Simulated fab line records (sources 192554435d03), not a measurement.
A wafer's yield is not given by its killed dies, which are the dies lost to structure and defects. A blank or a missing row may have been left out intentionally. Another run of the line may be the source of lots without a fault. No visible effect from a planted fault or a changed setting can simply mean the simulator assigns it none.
fab line records | flow n5Finfet | part 1 of 2: steps 1 to 26 of 35
[record] lots = 5 | wafers = 15 | lastDay = 16
route steps=1938 shown BEOL_M0@733 BEOL_M1@751
lots untouched by any fault: they come from a run of this same line in which no faults occurred
startH: start of the lot's first displayed wafer, in hours after the record's first day | waitH: hours from the lot's prior step to this one | " as in the row above | L1.1+2: several wafers, shown together as one row | - either no value or no given start | * or withheld: withheld | < > ~ a bound
route shown NAME@n: NAME is a module with steps in the file, n the number in the route of the first one | usual: mean and standard deviation over wafers with no fault | same: alike in all rows | chamber/n: place in a boat | sites: per-site readings | _std_site: the values' standard deviation | _edge_site: mean of outer sites minus mean of inner sites | radiusMm: how far each site lies from the wafer's centre | mask NAME#n: copy n | behind: tool/chamber where the wafer was last shaped | hold: reason for holding the lot/hours on hold/outcome of the hold | device: the n, p or np transistor that did not switch | end of line: tests of these same wafers at the route's end | a step without rows: its recipe alone | killed: not the wafer's yield, but the dies lost to structure and defects at the first sort | map: dies across one wafer; x = killed, . = not, _ = none there
set.NAME: the run value of the setting; set.NAME@STEP: its run value at that earlier step | model.NAME: the simulator's own value behind a step, which no gauge read
a table for each step, a row for each wafer; lots at some steps of the route
services: a tool's chamber out of use, with start hour (startH, from the record's first day; less than 0 if before it), hours out, and reason
[[steps]]
[step N5_BEOL_M0_CVD_115]
[recipe] material = Co | targetThkA = * | tempC = withheld | precursor = CCTBA/H2 | pressureTorr = 30 | timeS = 120
lot.wafer  | tool     | chamber | startH | waitH
L084.3+4+6 | cvdCo-01 | 1,2,1   | 180.83 | 0.1
L087.1+3+5 | cvdCo-01 | 2,0,0   | 195.24 | 0.1
L088.2+3+4 | cvdCo-01 | 0,1,2   | 200.71 | 0.0
L090.3+4+5 | cvdCo-01 | 1,0,2   | 219.97 | 1.0
L092.3+5+6 | cvdCo-01 | 2,0,2   | 225.94 | 0.1
[step N5_BEOL_M0_SPUTTER_116]
[recipe] material = Cu | targetThkA = 40 | tempC = -20 | chamberPressurePa = 0.07 | powerW = withheld | timeS = 7.37
[usual] throttleValvePct = 29.9/1.3
lot.wafer | tool          | chamber | startH | waitH | throttleValvePct
L084.3    | pvdSputter-01 | -       | 180.97 | 0.1   | 30.5
L084.4    | "             | -       | "      | "     | 29.8
L084.6    | "             | -       | "      | "     | 29.3
L087.1    | pvdSputter-03 | -       | 195.39 | 0.1   | 31.6
L087.3    | "             | -       | "      | "     | 27.7
L087.5    | "             | -       | "      | "     | 28.6
L088.2    | pvdSputter-02 | -       | 201.11 | 0.4   | 32.8
L088.3    | "             | -       | "      | "     | 29.2
L088.4    | "             | -       | "      | "     | 28.5
L090.3    | pvdSputter-01 | -       | 221.59 | 1.6   | 29.6
L090.4    | "             | -       | "      | "     | 30.1
L090.5    | "             | -       | "      | "     | 30.7
L092.3    | pvdSputter-02 | -       | 226.04 | 0.1   | 31.1
L092.5    | "             | -       | "      | "     | 32.8
L092.6    | "             | -       | "      | "     | 28.3
[step N5_BEOL_M0_ANNEAL_117]
[recipe] tempC = 400 | timeS = 60 | ambient = vacuum
[usual] heaterPowerW = 792/65
lot.wafer | tool          | chamber | startH | waitH | heaterPowerW
L084.3    | pvdSputter-01 | -       | 181.05 | 0.0   | 760
L084.4    | "             | -       | "      | "     | 828
L084.6    | "             | -       | "      | "     | 754
L087.1    | pvdSputter-03 | -       | 195.47 | 0.0   | 735
L087.3    | "             | -       | "      | "     | 764
L087.5    | "             | -       | "      | "     | 816
L088.2    | pvdSputter-02 | -       | 201.19 | 0.0   | 632
L088.3    | "             | -       | "      | "     | 994
L088.4    | "             | -       | "      | "     | 832
L090.3    | pvdSputter-01 | -       | 221.67 | 0.0   | 815
L090.4    | "             | -       | "      | "     | 846
L090.5    | "             | -       | "      | "     | 744
L092.3    | pvdSputter-02 | -       | 226.12 | 0.0   | 773
L092.5    | "             | -       | "      | "     | 618
L092.6    | "             | -       | "      | "     | 794
[step N5_BEOL_M0_SPUTTER_132]
[recipe] material = Cu | targetThkA = 40 | tempC = -20 | chamberPressurePa = 0.07 | powerW = withheld | timeS = 7.37
[usual] throttleValvePct = 29.9/1.3
lot.wafer | tool          | chamber | startH | waitH | throttleValvePct
L084.3    | pvdSputter-01 | -       | 181.09 | 0.0   | 30.5
L084.4    | "             | -       | "      | "     | 29.9
L084.6    | "             | -       | "      | "     | 29.2
L087.1    | pvdSputter-03 | -       | 195.51 | 0.0   | 31.5
L087.3    | "             | -       | "      | "     | 27.8
L087.5    | "             | -       | "      | "     | 28.3
L088.2    | pvdSputter-02 | -       | 201.23 | 0.0   | 32.4
L088.3    | "             | -       | "      | "     | 29.1
L088.4    | "             | -       | "      | "     | 28.5
L090.3    | pvdSputter-01 | -       | 221.71 | 0.0   | 29.7
L090.4    | "             | -       | "      | "     | 29.7
L090.5    | "             | -       | "      | "     | 30.8
L092.3    | pvdSputter-02 | -       | 226.16 | 0.0   | 30.7
L092.5    | "             | -       | "      | "     | 32.9
L092.6    | "             | -       | "      | "     | 28.6
[step N5_BEOL_M0_ANNEAL_133]
[recipe] tempC = 400 | timeS = 60 | ambient = vacuum
[usual] heaterPowerW = 793/64
lot.wafer | tool          | chamber | startH | waitH | heaterPowerW
L084.3    | pvdSputter-01 | -       | 181.17 | 0.0   | 735
L084.4    | "             | -       | "      | "     | 842
L084.6    | "             | -       | "      | "     | 748
L087.1    | pvdSputter-03 | -       | 195.59 | 0.0   | 751
L087.3    | "             | -       | "      | "     | 778
L087.5    | "             | -       | "      | "     | 824
L088.2    | pvdSputter-02 | -       | 201.31 | 0.0   | 649
L088.3    | "             | -       | "      | "     | 987
L088.4    | "             | -       | "      | "     | 798
L090.3    | pvdSputter-01 | -       | 221.79 | 0.0   | 820
L090.4    | "             | -       | "      | "     | 852
L090.5    | "             | -       | "      | "     | 745
L092.3    | pvdSputter-02 | -       | 226.24 | 0.0   | 776
L092.5    | "             | -       | "      | "     | 661
L092.6    | "             | -       | "      | "     | 819
[step N5_BEOL_M0_SPUTTER_134]
[recipe] material = Cu | targetThkA = 40 | tempC = -20 | chamberPressurePa = 0.07 | powerW = withheld | timeS = 7.37
[usual] throttleValvePct = 29.9/1.3
lot.wafer | tool          | chamber | startH | waitH | throttleValvePct
L084.3    | pvdSputter-01 | -       | 181.21 | 0.0   | 30.5
L084.4    | "             | -       | "      | "     | 29.9
L084.6    | "             | -       | "      | "     | 29.4
L087.1    | pvdSputter-03 | -       | 195.63 | 0.0   | 31.1
L087.3    | "             | -       | "      | "     | 28.1
L087.5    | "             | -       | "      | "     | 28.6
L088.2    | pvdSputter-02 | -       | 201.35 | 0.0   | 32.4
L088.3    | "             | -       | "      | "     | 29.3
L088.4    | "             | -       | "      | "     | 28.6
L090.3    | pvdSputter-01 | -       | 221.83 | 0.0   | 29.8
L090.4    | "             | -       | "      | "     | 30.1
L090.5    | "             | -       | "      | "     | 30.5
L092.3    | pvdSputter-02 | -       | 226.28 | 0.0   | 30.8
L092.5    | "             | -       | "      | "     | 32.4
L092.6    | "             | -       | "      | "     | 28.5
[step N5_BEOL_M0_ANNEAL_135]
[recipe] tempC = 400 | timeS = 60 | ambient = vacuum
[usual] heaterPowerW = 791/64
lot.wafer | tool          | chamber | startH | waitH | heaterPowerW
L084.3    | pvdSputter-01 | -       | 181.29 | 0.0   | 758
L084.4    | "             | -       | "      | "     | 852
L084.6    | "             | -       | "      | "     | 747
L087.1    | pvdSputter-03 | -       | 195.71 | 0.0   | 744
L087.3    | "             | -       | "      | "     | 726
L087.5    | "             | -       | "      | "     | 811
L088.2    | pvdSputter-02 | -       | 201.43 | 0.0   | 651
L088.3    | "             | -       | "      | "     | 993
L088.4    | "             | -       | "      | "     | 808
L090.3    | pvdSputter-01 | -       | 221.91 | 0.0   | 799
L090.4    | "             | -       | "      | "     | 819
L090.5    | "             | -       | "      | "     | 752
L092.3    | pvdSputter-02 | -       | 226.36 | 0.0   | 784
L092.5    | "             | -       | "      | "     | 641
L092.6    | "             | -       | "      | "     | 822
[step N5_BEOL_M0_SPUTTER_141]
[recipe] material = Cu | targetThkA = 40 | tempC = -20 | chamberPressurePa = 0.07 | powerW = withheld | timeS = 7.37
[usual] throttleValvePct = 30.0/1.3
lot.wafer | tool          | chamber | startH | waitH | throttleValvePct
L084.3    | pvdSputter-01 | -       | 181.33 | 0.0   | 30.6
L084.4    | "             | -       | "      | "     | 29.8
L084.6    | "             | -       | "      | "     | 29.3
L087.1    | pvdSputter-03 | -       | 195.75 | 0.0   | 31.5
L087.3    | "             | -       | "      | "     | 27.9
L087.5    | "             | -       | "      | "     | 28.8
L088.2    | pvdSputter-02 | -       | 201.47 | 0.0   | 32.8
L088.3    | "             | -       | "      | "     | 29.0
L088.4    | "             | -       | "      | "     | 28.5
L090.3    | pvdSputter-01 | -       | 221.95 | 0.0   | 29.9
L090.4    | "             | -       | "      | "     | 30.0
L090.5    | "             | -       | "      | "     | 30.5
L092.3    | pvdSputter-02 | -       | 226.40 | 0.0   | 30.9
L092.5    | "             | -       | "      | "     | 32.4
L092.6    | "             | -       | "      | "     | 28.3
[step N5_BEOL_M0_ECD_118]
[recipe] material = Cu | targetThkA = 3000
lot.wafer  | tool     | chamber | startH | waitH
L084.3+4+6 | ecdCu-02 | 0,1,0   | 181.46 | 0.1
L087.1+3+5 | ecdCu-01 | 0,1,0   | 195.87 | 0.1
L088.2+3+4 | ecdCu-02 | 1,0,1   | 201.59 | 0.1
L090.3+4+5 | ecdCu-01 | 0,1,1   | 222.10 | 0.1
L092.3+5+6 | ecdCu-01 | 0,1,0   | 226.54 | 0.1
[step N5_BEOL_M0_ANNEAL_119]
[recipe] tempC = 225 | timeS = 90 | ambient = N2
[usual] wafer_temp_C_max = 225.9/0.4
lot.wafer | tool         | chamber | startH | waitH | wafer_temp_C_max
L084.3    | rtpAnneal-01 | 0       | 181.61 | 0.1   | 226.5
L084.4    | "            | 0       | "      | "     | 226.5
L084.6    | "            | 0       | "      | "     | 226.9
L087.1    | rtpAnneal-02 | 0       | 196.01 | 0.1   | 225.8
L087.3    | "            | 0       | "      | "     | 225.7
L087.5    | "            | 0       | "      | "     | 225.7
L088.2    | rtpAnneal-02 | 0       | 202.26 | 0.7   | 225.6
L088.3    | "            | 0       | "      | "     | 225.8
L088.4    | "            | 0       | "      | "     | 225.6
L090.3    | rtpAnneal-02 | 0       | 222.25 | 0.1   | 225.6
L090.4    | "            | 0       | "      | "     | 225.5
L090.5    | "            | 0       | "      | "     | 225.7
L092.3    | rtpAnneal-02 | 0       | 227.25 | 0.7   | 225.7
L092.5    | "            | 0       | "      | "     | 225.8
L092.6    | "            | 0       | "      | "     | 225.4
[step N5_BEOL_M0_CMP_120]
[recipe] stopOn = SiOC | tOverpolishS = 6.9 | downForcePsi = 1 | platenRpm = 50 | clearingPlatenDownForcePsi = 1.5 | clearingPlatenRpm = 50 | postCmpClean = cuAlkaline | clearingPlatenPadVelocityMS = 0.99484 | padVelocityMS = 0.99484
[usual] barrierFieldEndpointS = 3.64/0.12 | clearingPlatenDownForcePsi = 1.5001/0.0029 | motorCurrentA = 6.2/0.72 | overpolishRunS = 6.900/0.0088 | timeToEndpointS = 63/3.5
lot.wafer | tool   | chamber | startH | waitH | barrierFieldEndpointS | clearingPlatenDownForcePsi | motorCurrentA | overpolishRunS | timeToEndpointS
L084.3    | cmp-02 | 1       | 181.82 | 0.2   | 3.54                  | 1.4984                     | 5.9           | 6.897          | 62
L084.4    | "      | 2       | "      | "     | 3.49                  | 1.5041                     | 7.3           | 6.902          | 62
L084.6    | "      | 1       | "      | "     | 3.47                  | 1.4987                     | 5.9           | 6.904          | 64
L087.1    | cmp-02 | 1       | 196.42 | 0.4   | 3.62                  | 1.4989                     | 5.8           | 6.892          | 65
L087.3    | "      | 2       | "      | "     | 3.78                  | 1.4980                     | 6.7           | 6.920          | 65
L087.5    | "      | 3       | "      | "     | 3.68                  | 1.4988                     | 5.6           | 6.893          | 61
L088.2    | cmp-04 | 3       | 202.52 | 0.2   | 3.65                  | 1.5022                     | 4.7           | 6.903          | 72
L088.3    | "      | 0       | "      | "     | 3.65                  | 1.4947                     | 4.7           | 6.891          | 68
L088.4    | "      | 2       | "      | "     | 3.55                  | 1.4995                     | 6.9           | 6.918          | 66
L090.3    | cmp-03 | 2       | 222.45 | 0.2   | 3.56                  | 1.5015                     | 6.4           | 6.896          | 59
L090.4    | "      | 3       | "      | "     | 3.50                  | 1.4976                     | 5.7           | 6.890          | 59
L090.5    | "      | 3       | "      | "     | 3.61                  | 1.4996                     | 6.0           | 6.900          | 56
L092.3    | cmp-02 | 0       | 227.58 | 0.3   | 3.54                  | 1.5019                     | 7.2           | 6.883          | 58
L092.6    | "      | 1       | "      | "     | 3.76                  | 1.5055                     | 6.1           | 6.900          | 67
L092.5    | "      | 2       | "      | "     | 3.78                  | 1.5026                     | 7.2           | 6.894          | 63
[step N5_BEOL_M0_PRE_CLEAN_131]
[recipe] gas = NH3/H2 | timeS = 15 | tempC = * | rfPowerW = 300
[usual] heaterPowerW = 83/17
lot.wafer | tool     | chamber | startH | waitH | heaterPowerW
L084.3    | cvdCo-01 | 2       | 182.15 | 0.0   | 49
L084.4    | "        | 0       | "      | "     | 104
L084.6    | "        | 1       | "      | "     | 90
L087.1    | cvdCo-01 | 2       | 196.67 | 0.0   | 50
L087.3    | "        | 0       | "      | "     | 105
L087.5    | "        | 2       | "      | "     | 52
L088.2    | cvdCo-01 | 1       | 202.85 | 0.0   | 92
L088.3    | "        | 0       | "      | "     | 102
L088.4    | "        | 1       | "      | "     | 93
L090.3    | cvdCo-02 | 2       | 222.79 | 0.0   | 77
L090.4    | "        | 0       | "      | "     | 86
L090.5    | "        | 2       | "      | "     | 74
L092.3    | cvdCo-02 | 0       | 227.80 | 0.0   | 84
L092.5    | "        | 1       | "      | "     | 97
L092.6    | "        | 2       | "      | "     | 76
[step N5_BEOL_M0_CO_CAP_123]
[recipe] material = Co | targetThkA = 20 | tempC = 200 | precursor = CCTBA/H2 | pressureTorr = 30 | timeS = 102.1
[usual] heaterPowerW = 234/22
lot.wafer | tool     | chamber | startH | waitH | heaterPowerW
L084.3    | cvdCo-01 | 2       | 182.19 | 0.0   | 193
L084.4    | "        | 0       | "      | "     | 252
L084.6    | "        | 1       | "      | "     | 248
L087.1    | cvdCo-01 | 2       | 196.71 | 0.0   | 190
L087.3    | "        | 0       | "      | "     | 260
L087.5    | "        | 2       | "      | "     | 189
L088.2    | cvdCo-01 | 1       | 202.89 | 0.0   | 237
L088.3    | "        | 0       | "      | "     | 258
L088.4    | "        | 1       | "      | "     | 245
L090.3    | cvdCo-02 | 2       | 222.83 | 0.0   | 220
L090.4    | "        | 0       | "      | "     | 241
L090.5    | "        | 2       | "      | "     | 227
L092.3    | cvdCo-02 | 0       | 227.84 | 0.0   | 234
L092.5    | "        | 1       | "      | "     | 249
L092.6    | "        | 2       | "      | "     | 223
[step N5_BEOL_M0_PRE_CLEAN_124]
[recipe] gas = NH3 | timeS = 15 | tempC = withheld | rfPowerW = 300
lot.wafer  | tool     | chamber | startH | waitH
L084.3+4+6 | pecvd-04 | 1,2,1   | 182.28 | 0.1
L087.1+3+5 | pecvd-04 | 2,1,1   | 196.81 | 0.1
L088.2+3+4 | pecvd-02 | 1,2,1   | 202.98 | 0.1
L090.3+4+5 | pecvd-02 | 0,1,2   | 222.92 | 0.1
L092.3+5+6 | pecvd-02 | 0,2,0   | 227.93 | 0.1
[step N5_BEOL_M0_DEP_125]
[recipe] material = SiCN | targetThkA = 80 | tempC = withheld | precursor = 3MS/NH3 | pressureTorr = 3 | rfW = 202 | timeS = 14
[usual] showerheadPlenumPTorr = 3.660/0.014 | throttleValvePct = 9.0/0.31
lot.wafer | tool     | chamber | startH | waitH | showerheadPlenumPTorr | throttleValvePct
L084.3    | pecvd-04 | 1       | 182.31 | 0.0   | 3.658                 | 8.6
L084.4    | "        | 2       | "      | "     | 3.633                 | 9.3
L084.6    | "        | 1       | "      | "     | 3.644                 | 8.8
L087.1    | pecvd-04 | 2       | 196.83 | 0.0   | 3.640                 | 9.3
L087.3    | "        | 1       | "      | "     | 3.665                 | 8.6
L087.5    | "        | 1       | "      | "     | 3.661                 | 8.6
L088.2    | pecvd-02 | 1       | 203.00 | 0.0   | 3.679                 | 9.1
L088.3    | "        | 2       | "      | "     | 3.656                 | 8.5
L088.4    | "        | 1       | "      | "     | 3.685                 | 9.3
L090.3    | pecvd-02 | 0       | 222.94 | 0.0   | 3.681                 | 9.0
L090.4    | "        | 1       | "      | "     | 3.682                 | 8.8
L090.5    | "        | 2       | "      | "     | 3.661                 | 8.6
L092.3    | pecvd-02 | 0       | 227.96 | 0.0   | 3.671                 | 9.3
L092.5    | "        | 2       | "      | "     | 3.666                 | 8.8
L092.6    | "        | 0       | "      | "     | 3.675                 | 9.6
[step N5_BEOL_M0_RS_MEAS_126]
[recipe] thkMeasGauge = four-point-probe | reads = Co_of_BEOL_M0_CO_CAP_123+Cu_of_BEOL_M0_ECD_118+Co_of_BEOL_M0_CVD_115+TaN_of_BEOL_M0_ALD_136
[usual] M0_RS = 0.530/0.019
lot.wafer | tool         | chamber | startH | waitH | M0_RS[ohm/sq]
L084.3    | filmMetro-01 | -       | 182.38 | 0.1   | 0.513
L084.4    | "            | -       | "      | "     | 0.510
L084.6    | "            | -       | "      | "     | 0.518
L087.1    | filmMetro-01 | -       | 196.90 | 0.0   | 0.523
L087.3    | "            | -       | "      | "     | 0.523
L087.5    | "            | -       | "      | "     | 0.532
L088.2    | filmMetro-02 | -       | 203.07 | 0.1   | 0.510
L088.3    | "            | -       | "      | "     | 0.513
L088.4    | "            | -       | "      | "     | 0.502
L090.3    | filmMetro-02 | -       | 223.01 | 0.1   | 0.544
L090.4    | "            | -       | "      | "     | 0.552
L090.5    | "            | -       | "      | "     | 0.544
L092.3    | filmMetro-01 | -       | 228.03 | 0.1   | 0.546
L092.5    | "            | -       | "      | "     | 0.538
L092.6    | "            | -       | "      | "     | 0.504
[step N5_BEOL_M0_INSPECT_127]
[recipe] inspectInstrument = darkfield | mode = postDep
[usual] rawDefectCount = 64/22
lot.wafer | tool             | chamber | startH | waitH | rawDefectCount
L084.3    | defectInspect-01 | -       | 182.40 | 0.0   | 57
L084.4    | "                | -       | "      | "     | 36
L084.6    | "                | -       | "      | "     | 70
L087.1    | defectInspect-01 | -       | 196.92 | 0.0   | 48
L087.3    | "                | -       | "      | "     | 59
L087.5    | "                | -       | "      | "     | 46
L088.2    | defectInspect-01 | -       | 203.10 | 0.0   | 34
L088.3    | "                | -       | "      | "     | 54
L088.4    | "                | -       | "      | "     | 57
L090.3    | defectInspect-01 | -       | 223.04 | 0.0   | 58
L090.4    | "                | -       | "      | "     | 61
L090.5    | "                | -       | "      | "     | 79
L092.3    | defectInspect-01 | -       | 228.05 | 0.0   | 65
L092.5    | "                | -       | "      | "     | 48
L092.6    | "                | -       | "      | "     | 34
[step N5_BEOL_M1_ILD_DEP_00]
[recipe] material = SiOC | targetThkA = 790 | tempC = 350 | precursor = DEMS/O2 | pressureTorr = 5 | rfW = 500 | timeS = 15.3
[usual] heaterPowerW = 524/97 | showerheadPlenumPTorr = 5.695/0.015 | throttleValvePct = 11.9/0.56
lot.wafer | tool     | chamber | startH | waitH | heaterPowerW | showerheadPlenumPTorr | throttleValvePct
L084.3    | pecvd-03 | 0       | 182.44 | 0.0   | 325          | 5.697                 | 13.1
L084.4    | "        | 2       | "      | "     | 538          | 5.704                 | 10.9
L084.6    | "        | 1       | "      | "     | 492          | 5.698                 | 11.9
L087.1    | pecvd-03 | 0       | 196.96 | 0.0   | 335          | 5.670                 | 12.5
L087.3    | "        | 2       | "      | "     | 588          | 5.707                 | 10.9
L087.5    | "        | 2       | "      | "     | 608          | 5.706                 | 11.1
L088.2    | pecvd-03 | 0       | 203.13 | 0.0   | 309          | 5.690                 | 12.3
L088.3    | "        | 2       | "      | "     | 592          | 5.713                 | 11.0
L088.4    | "        | 0       | "      | "     | 306          | 5.691                 | 12.8
L090.3    | pecvd-03 | 0       | 223.07 | 0.0   | 353          | 5.692                 | 12.7
L090.4    | "        | 0       | "      | "     | 345          | 5.684                 | 12.8
L090.5    | "        | 1       | "      | "     | 489          | 5.689                 | 11.9
L092.3    | pecvd-02 | 2       | 228.09 | 0.0   | 581          | 5.690                 | 11.4
L092.5    | "        | 0       | "      | "     | 431          | 5.692                 | 11.9
L092.6    | "        | 2       | "      | "     | 567          | 5.701                 | 11.3
[step N5_BEOL_M1_THK_MEAS_01]
[recipe] reads = SiOC_of_BEOL_M1_ILD_DEP_00
[usual] M1_ILD_THK = 79.1/0.94
lot.wafer | tool         | chamber | startH | waitH | M1_ILD_THK[nm]
L084.3    | filmMetro-01 | -       | 182.51 | 0.1   | 79.8
L084.4    | "            | -       | "      | "     | 80.1
L084.6    | "            | -       | "      | "     | 79.3
L087.1    | filmMetro-01 | -       | 197.03 | 0.0   | 79.9
L087.3    | "            | -       | "      | "     | 78.4
L087.5    | "            | -       | "      | "     | 79.1
L088.2    | filmMetro-01 | -       | 203.20 | 0.1   | 79.9
L088.3    | "            | -       | "      | "     | 78.9
L088.4    | "            | -       | "      | "     | 80.6
L090.3    | filmMetro-01 | -       | 223.14 | 0.1   | 78.9
L090.4    | "            | -       | "      | "     | 80.4
L090.5    | "            | -       | "      | "     | 77.9
L092.3    | filmMetro-01 | -       | 228.16 | 0.1   | 79.4
L092.5    | "            | -       | "      | "     | 77.7
L092.6    | "            | -       | "      | "     | 79.4
[step N5_BEOL_M1_PECVD_72]
[recipe] material = SiO2 | targetThkA = 160 | tempC = 400 | precursor = TEOS/O2 | pressureTorr = 5.5 | rfW = 450 | teosFlowSccm = 53.8 | gas = O2 | flowSccm = 3000 | timeS = 18
[usual] heaterPowerW = 804/100 | showerheadPlenumPTorr = 8.76/0.068 | throttleValvePct = 22.3/0.9
lot.wafer | tool     | chamber | startH | waitH | heaterPowerW | showerheadPlenumPTorr | throttleValvePct
L084.3    | pecvd-04 | 0       | 182.54 | 0.0   | 869          | 8.76                  | 23.0
L084.4    | "        | 0       | "      | "     | 826          | 8.74                  | 22.9
L084.6    | "        | 1       | "      | "     | 775          | 8.73                  | 21.8
L087.1    | pecvd-02 | 1       | 197.07 | 0.0   | 900          | 8.87                  | 22.7
L087.3    | "        | 0       | "      | "     | 762          | 8.79                  | 22.6
L087.5    | "        | 0       | "      | "     | 778          | 8.82                  | 22.8
L088.2    | pecvd-03 | 0       | 203.24 | 0.0   | 547          | 8.72                  | 23.5
L088.3    | "        | 2       | "      | "     | 880          | 8.86                  | 20.6
L088.4    | "        | 1       | "      | "     | 729          | 8.79                  | 22.2
L090.3    | pecvd-04 | 0       | 223.20 | 0.1   | 919          | 8.76                  | 23.2
L090.4    | "        | 2       | "      | "     | 855          | 8.65                  | 23.3
L090.5    | "        | 2       | "      | "     | 875          | 8.65                  | 22.8
L092.3    | pecvd-04 | 1       | 228.21 | 0.1   | 729          | 8.73                  | 21.7
L092.5    | "        | 2       | "      | "     | 833          | 8.67                  | 23.3
L092.6    | "        | 1       | "      | "     | 745          | 8.74                  | 21.8
[step N5_BEOL_M1_HM_DEP_02]
[recipe] material = TiN | targetThkA = 200 | tempC = 25 | chamberPressurePa = 0.49996
[usual] throttleValvePct = 30.0/1.3
lot.wafer | tool          | chamber | startH | waitH | throttleValvePct
L084.3    | pvdSputter-02 | -       | 183.62 | 1.1   | 28.8
L084.4    | "             | -       | "      | "     | 32.7
L084.6    | "             | -       | "      | "     | 28.5
L087.1    | pvdSputter-03 | -       | 199.00 | 1.9   | 31.1
L087.3    | "             | -       | "      | "     | 27.5
L087.5    | "             | -       | "      | "     | 28.4
L088.2    | pvdSputter-03 | -       | 204.78 | 1.5   | 27.9
L088.3    | "             | -       | "      | "     | 31.8
L088.4    | "             | -       | "      | "     | 28.7
L090.3    | pvdSputter-03 | -       | 224.71 | 1.5   | 31.6
L090.4    | "             | -       | "      | "     | 30.9
L090.5    | "             | -       | "      | "     | 27.8
L092.3    | pvdSputter-02 | -       | 228.50 | 0.3   | 28.4
L092.5    | "             | -       | "      | "     | 28.5
L092.6    | "             | -       | "      | "     | 30.9
[step N5_BEOL_M1_COAT_61]
[recipe] resist = SOC | tempC = 250 | timeS = 60 | spinRpm = 1500 | resistThkNm = 60
[usual] dispensePressureKPa = 44.4/2.5
lot.wafer | tool          | chamber | startH | waitH | dispensePressureKPa
L084.3    | lithoTrack-02 | 0       | 183.75 | 0.1   | 47.5
L084.4    | "             | 0       | "      | "     | 47.5
L084.6    | "             | 0       | "      | "     | 47.5
L087.1    | lithoTrack-05 | 0       | 199.13 | 0.1   | 41.9
L087.3    | "             | 0       | "      | "     | 41.8
L087.5    | "             | 0       | "      | "     | 41.8
L088.2    | lithoTrack-02 | 0       | 204.91 | 0.1   | 47.5
L088.3    | "             | 0       | "      | "     | 47.6
L088.4    | "             | 0       | "      | "     | 47.5
L090.3    | lithoTrack-01 | 0       | 224.83 | 0.1   | 43.4
L090.4    | "             | 0       | "      | "     | 43.4
L090.5    | "             | 0       | "      | "     | 43.4
L092.3    | lithoTrack-02 | 0       | 228.63 | 0.1   | 47.5
L092.5    | "             | 0       | "      | "     | 47.6
L092.6    | "             | 0       | "      | "     | 47.5
[step N5_BEOL_M1_COAT_62]
[recipe] resist = SiARC | tempC = 220 | timeS = 60 | spinRpm = 1500 | resistThkNm = 12
[usual] dispensePressureKPa = 44.4/2.5
lot.wafer | tool          | chamber | startH | waitH | dispensePressureKPa
L084.3    | lithoTrack-02 | 0       | -      | -     | 47.7
L084.4    | "             | 0       | "      | "     | 47.7
L084.6    | "             | 0       | "      | "     | 47.7
L087.1    | lithoTrack-05 | 0       | -      | -     | 41.8
L087.3    | "             | 0       | "      | "     | 41.8
L087.5    | "             | 0       | "      | "     | 41.8
L088.2    | lithoTrack-02 | 0       | -      | -     | 47.6
L088.3    | "             | 0       | "      | "     | 47.6
L088.4    | "             | 0       | "      | "     | 47.6
L090.3    | lithoTrack-01 | 0       | -      | -     | 43.3
L090.4    | "             | 0       | "      | "     | 43.3
L090.5    | "             | 0       | "      | "     | 43.4
L092.3    | lithoTrack-02 | 0       | -      | -     | 47.7
L092.5    | "             | 0       | "      | "     | 47.6
L092.6    | "             | 0       | "      | "     | 47.6
[step N5_BEOL_M1_COAT_73]
[recipe] resist = underlayer | tempC = 205 | timeS = 60 | spinRpm = 1500 | resistThkNm = 5
[usual] dispensePressureKPa = 44.4/2.5
lot.wafer | tool          | chamber | startH | waitH | dispensePressureKPa
L084.3    | lithoTrack-02 | 0       | -      | -     | 47.5
L084.4    | "             | 0       | "      | "     | 47.5
L084.6    | "             | 0       | "      | "     | 47.5
L087.1    | lithoTrack-05 | 0       | -      | -     | 41.8
L087.3    | "             | 0       | "      | "     | 41.7
L087.5    | "             | 0       | "      | "     | 41.7
L088.2    | lithoTrack-02 | 0       | -      | -     | 47.5
L088.3    | "             | 0       | "      | "     | 47.6
L088.4    | "             | 0       | "      | "     | 47.5
L090.3    | lithoTrack-01 | 0       | -      | -     | 43.3
L090.4    | "             | 0       | "      | "     | 43.3
L090.5    | "             | 0       | "      | "     | 43.3
L092.3    | lithoTrack-02 | 0       | -      | -     | 47.6
L092.5    | "             | 0       | "      | "     | 47.6
L092.6    | "             | 0       | "      | "     | 47.5
[step N5_BEOL_M1_COAT_05]
[recipe] resist = CAR-EUV | spinRpm = 1500 | resistThkNm = 30
[usual] dispensePressureKPa = 44.4/2.6
lot.wafer | tool          | chamber | startH | waitH | dispensePressureKPa
L084.3    | lithoTrack-02 | 0       | -      | -     | 47.6
L084.4    | "             | 0       | "      | "     | 47.7
L084.6    | "             | 0       | "      | "     | 47.7
L087.1    | lithoTrack-05 | 0       | -      | -     | 41.8
L087.3    | "             | 0       | "      | "     | 41.8
L087.5    | "             | 0       | "      | "     | 41.8
L088.2    | lithoTrack-02 | 0       | -      | -     | 47.7
L088.3    | "             | 0       | "      | "     | 47.7
L088.4    | "             | 0       | "      | "     | 47.7
L090.3    | lithoTrack-01 | 0       | -      | -     | 43.3
L090.4    | "             | 0       | "      | "     | 43.3
L090.5    | "             | 0       | "      | "     | 43.3
L092.3    | lithoTrack-02 | 0       | -      | -     | 47.7
L092.5    | "             | 0       | "      | "     | 47.7
L092.6    | "             | 0       | "      | "     | 47.7
[step N5_BEOL_M1_EBR_07]
[recipe] solvent = PGMEA | ebrWidthMm = 1.5
lot.wafer  | tool          | chamber | startH | waitH
L084.3+4+6 | lithoTrack-02 | 0       | -      | -
L087.1+3+5 | lithoTrack-05 | 0       | -      | -
L088.2+3+4 | lithoTrack-02 | 0       | -      | -
L090.3+4+5 | lithoTrack-01 | 0       | -      | -
L092.3+5+6 | lithoTrack-02 | 0       | -      | -
